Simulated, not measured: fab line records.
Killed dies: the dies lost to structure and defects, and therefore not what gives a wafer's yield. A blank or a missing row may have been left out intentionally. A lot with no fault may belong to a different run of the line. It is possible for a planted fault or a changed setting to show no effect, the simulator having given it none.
Which of the tools did it? -- flow n5Finfet -- 10 lots, 29 wafers sampled, at 6 steps of a route of 1938

== WHAT THE GAUGES SHOWED, per wafer ==
N5_BEOL_M2_THK_MEAS_01.
lot,measured,on,M2_ILD_THK (nm)
L792,day 7 07:43,filmMetro-02,77.8 76.9 78.1
L793,day 7 07:55,filmMetro-02,77.5 78.4 79.3
L795,day 7 19:04,filmMetro-01,78.0 78.6 79.9
L798,day 8 13:46,filmMetro-02,77.8 78.1 78.1
L802,day 9 09:11,filmMetro-01,77.4 79.3 79.0
L804,day 9 17:15,filmMetro-01,106.8 79.3 80.3
L803,day 9 19:01,filmMetro-01,79.0 80.6 81.0
L805,day 9 23:21,filmMetro-01,79.5 106.3
L813,day 12 02:44,filmMetro-01,79.0 79.3 80.1
L814,day 12 09:07,filmMetro-01,76.5 78.5 79.9

N5_BEOL_M4_RC_MEAS_101.
lot,measured,on,DIBL_N (mV/V),DIBL_P (mV/V),IOFF_N (nA/um),IOFF_P (nA/um),ION_N (uA/um),ION_P (uA/um),SS_N (mV/dec),SS_P (mV/dec),VT_N (mV),VT_P (mV)
L792,day 9 16:58,prober-02,36.0 39.0 35.8,33.8 39.3 34.8,0.128 0.195 0.135,0.19 0.27 0.20,644 685 658,452 472 451,70.7 71.7 71.0,72.8 73.7 73.5,254 249 253,-255 -247 -252
L793,day 9 19:17,prober-02,40.0 35.2 35.3,39.3 33.5 33.8,0.244 0.147 0.142,0.29 0.18 0.19,701 679 672,475 459 459,72.2 70.7 71.1,74.9 73.0 73.3,244 249 251,-246 -251 -251
L795,day 10 13:10,prober-01,36.8 36.6 37.4,34.7 35.0 35.3,0.162 0.168 0.169,0.22 0.23 0.23,686 684 670,473 465 464,71.3 71.1 71.2,73.4 73.3 72.9,246 245 247,-247 -246 -248
L798,day 11 03:11,prober-01,36.5 34.9 35.6,36.5 34.3 35.2,0.151 0.124 0.141,0.23 0.20 0.22,683 667 663,471 464 460,70.4 71.1 70.9,72.7 73.2 73.1,249 254 252,-248 -251 -249
L802,day 11 12:04,prober-02,34.5 36.2 36.2,35.2 36.6 37.0,0.138 0.164 0.176,0.19 0.21 0.23,680 684 688,469 470 476,71.0 71.9 71.5,72.1 73.2 72.6,252 245 245,-249 -251 -247
L804,day 12 10:10,prober-01,36.3 35.1,36.4 35.1,0.145 0.135,0.17 0.15,670 675,449 459,71.8 71.4,73.2 73.2,253 252,-255 -258
L803,day 12 11:02,prober-02,36.2 37.6 38.2,37.6 39.2 39.5,0.172 0.200 0.204,0.23 0.27 0.27,702 708 692,483 481 474,71.0 72.1 71.3,73.5 74.2 74.7,249 245 245,-249 -250 -249
L805,day 13 03:49,prober-02,33.8,33.2,0.129,0.17,678,465,70.3,72.9,249,-253
L813,day 14 13:03,prober-02,37.0 38.2 36.7,38.1 39.0 37.3,0.190 0.210 0.182,0.24 0.25 0.23,696 696 685,478 474 468,70.9 71.6 71.7,74.2 73.7 73.2,244 242 248,-249 -248 -246
L814,day 15 06:53,prober-02,37.4 37.5 36.9,38.5 37.4 37.8,0.181 0.181 0.172,0.25 0.24 0.24,683 694 696,464 476 480,72.0 72.1 71.8,73.1 73.9 73.8,248 246 249,-249 -248 -249

== WHICH TOOL RAN EACH LOT (tool, then ch and the chambers of the sampled wafers, then the start) ==
lot,N5_BEOL_M1_SPUTTER_48,N5_BEOL_M1_ANNEAL_80,N5_BEOL_M1_SPUTTER_92,N5_BEOL_M2_ILD_DEP_00
L792,"pvdSputter-02, day 7 04:43","pvdSputter-02, day 7 05:01","pvdSputter-02, day 7 06:02","pecvd-04 ch 0,2, day 7 07:39"
L793,"pvdSputter-01, day 7 04:59","pvdSputter-01, day 7 05:17","pvdSputter-01, day 7 06:18","pecvd-04 ch 1,2, day 7 07:51"
L795,"pvdSputter-03, day 7 15:46","pvdSputter-03, day 7 16:04","pvdSputter-03, day 7 17:05","pecvd-02 ch 0,1, day 7 19:00"
L798,"pvdSputter-02, day 8 10:46","pvdSputter-02, day 8 11:04","pvdSputter-02, day 8 12:05","pecvd-02 ch 0,1, day 8 13:42"
L802,"pvdSputter-03, day 9 06:13","pvdSputter-03, day 9 06:31","pvdSputter-03, day 9 07:32","pecvd-04 ch 1,2, day 9 09:07"
L804,"pvdSputter-01, day 9 14:16","pvdSputter-01, day 9 14:34","pvdSputter-01, day 9 15:35","pecvd-04 ch 0,2, day 9 17:11"
L803,"pvdSputter-03, day 9 15:59","pvdSputter-03, day 9 16:17","pvdSputter-03, day 9 17:19","pecvd-02 ch 1,2, day 9 18:57"
L805,"pvdSputter-01, day 9 18:07","pvdSputter-01, day 9 18:25","pvdSputter-01, day 9 21:21","pecvd-04 ch 0,1, day 9 23:17"
L813,"pvdSputter-03, day 11 23:47","pvdSputter-03, day 12 00:05","pvdSputter-03, day 12 01:07","pecvd-01 ch 0,2, day 12 02:40"
L814,"pvdSputter-03, day 12 06:11","pvdSputter-03, day 12 06:29","pvdSputter-03, day 12 07:30","pecvd-02 ch 0,1,2, day 12 09:03"
- N5_BEOL_M1_SPUTTER_48: material Cu, target thk 4.5 nm, time 8.29 s.
- N5_BEOL_M1_ANNEAL_80: time 240 s.
- N5_BEOL_M1_SPUTTER_92: material Cu, target thk 4.5 nm, time 8.29 s.
- N5_BEOL_M2_ILD_DEP_00: deposits SiOC from DEMS/O2, target thk 79 nm, time 15.3 s.

== AS READ BY THE TOOLS THEMSELVES (means over the sampled wafers that have a number; for cases with no such wafer, the mark the record gives instead) ==
N5_BEOL_M1_SPUTTER_48.
lot,tool,chuckGasFlowSccm (sccm),substrateTempC (C),throttleValvePct (%)
L792,pvdSputter-02,1.27,-19.88,29.8
L793,pvdSputter-01,1.22,-19.94,31.3
L795,pvdSputter-03,1.23,-20.01,29.3
L798,pvdSputter-02,1.25,-19.96,30.1
L802,pvdSputter-03,1.29,-20.04,29.6
L804,pvdSputter-01,1.28,-20.02,31.3
L803,pvdSputter-03,1.26,-20.02,29.8
L805,pvdSputter-01,1.18,-20.09,29.9
L813,pvdSputter-03,1.27,-19.93,29.0
L814,pvdSputter-03,1.25,-19.97,29.1

N5_BEOL_M1_ANNEAL_80.
lot,tool,heaterPowerW (W),susceptor_temp_C_max
L792,pvdSputter-02,726,401.0
L793,pvdSputter-01,830,400.8
L795,pvdSputter-03,787,400.9
L798,pvdSputter-02,791,400.6
L802,pvdSputter-03,763,401.1
L804,pvdSputter-01,831,401.0
L803,pvdSputter-03,786,401.5
L805,pvdSputter-01,866,401.3
L813,pvdSputter-03,802,401.0
L814,pvdSputter-03,796,400.8

N5_BEOL_M1_SPUTTER_92.
lot,tool,chuckGasFlowSccm (sccm),substrateTempC (C),throttleValvePct (%)
L792,pvdSputter-02,1.30,-19.94,29.6
L793,pvdSputter-01,1.25,-19.98,31.4
L795,pvdSputter-03,1.23,-20.01,29.3
L798,pvdSputter-02,1.30,-19.96,30.2
L802,pvdSputter-03,1.25,-19.99,29.5
L804,pvdSputter-01,1.30,-19.95,31.4
L803,pvdSputter-03,1.24,-19.95,29.9
L805,pvdSputter-01,1.29,-20.02,30.0
L813,pvdSputter-03,1.30,-19.98,29.1
L814,pvdSputter-03,1.23,-20.00,29.2

N5_BEOL_M2_ILD_DEP_00.
lot,tool,heaterPowerW (W),showerheadPlenumPTorr (Torr),throttleValvePct (%)
L792,pecvd-04,477,5.675,11.5
L793,pecvd-04,457,5.678,11.8
L795,pecvd-02,494,5.700,12.8
L798,pecvd-02,516,5.692,12.8
L802,pecvd-04,431,5.687,11.9
L804,pecvd-04,453,5.687,11.7
L803,pecvd-02,485,5.667,12.0
L805,pecvd-04,464,5.688,12.2
L813,pecvd-01,454,5.716,11.4
L814,pecvd-02,516,5.683,12.5

== THE ANSWER, worked out from the rows above alone ==
Rule: the usual values come from the lots themselves. The widest of any qualifying gaps counts: lots, ordered by their means at a reading, are off when they make up no more than a third of the lots, leave a main group of 4 or more, and stand apart from it by 3 or more times the standard deviation of that group's means. A main group is skipped when, at the precision printed for the reading in the tables above, its means are all equal. A lot without any number at a reading at which 4 lots or more have one is off too. All remaining lots with rows at the step are treated as sound. The gauges are gone through in route order, then the tools' own readings, and for those a lot's mean is taken as printed above. At the first step where some lot is off, the reading lying furthest off is the one used; lots without a number count as furthest.
Off: L804, L805, seen at N5_BEOL_M2_THK_MEAS_01 (M2_ILD_THK). Main group: mean 78.7 nm, sd 0.78.
A tool fits if, at a process step before that reading, it ran every lot that is off, and no sound lot after the first of them. The gauges at N5_BEOL_M2_THK_MEAS_01 are tried like those tools. This does not decide it: 2 tools fit, namely pvdSputter-01 at N5_BEOL_M1_SPUTTER_48 and N5_BEOL_M1_ANNEAL_80 and N5_BEOL_M1_SPUTTER_92 and pecvd-04 at N5_BEOL_M2_ILD_DEP_00.

== WHAT THE SIMULATOR HAD PUT IN ==
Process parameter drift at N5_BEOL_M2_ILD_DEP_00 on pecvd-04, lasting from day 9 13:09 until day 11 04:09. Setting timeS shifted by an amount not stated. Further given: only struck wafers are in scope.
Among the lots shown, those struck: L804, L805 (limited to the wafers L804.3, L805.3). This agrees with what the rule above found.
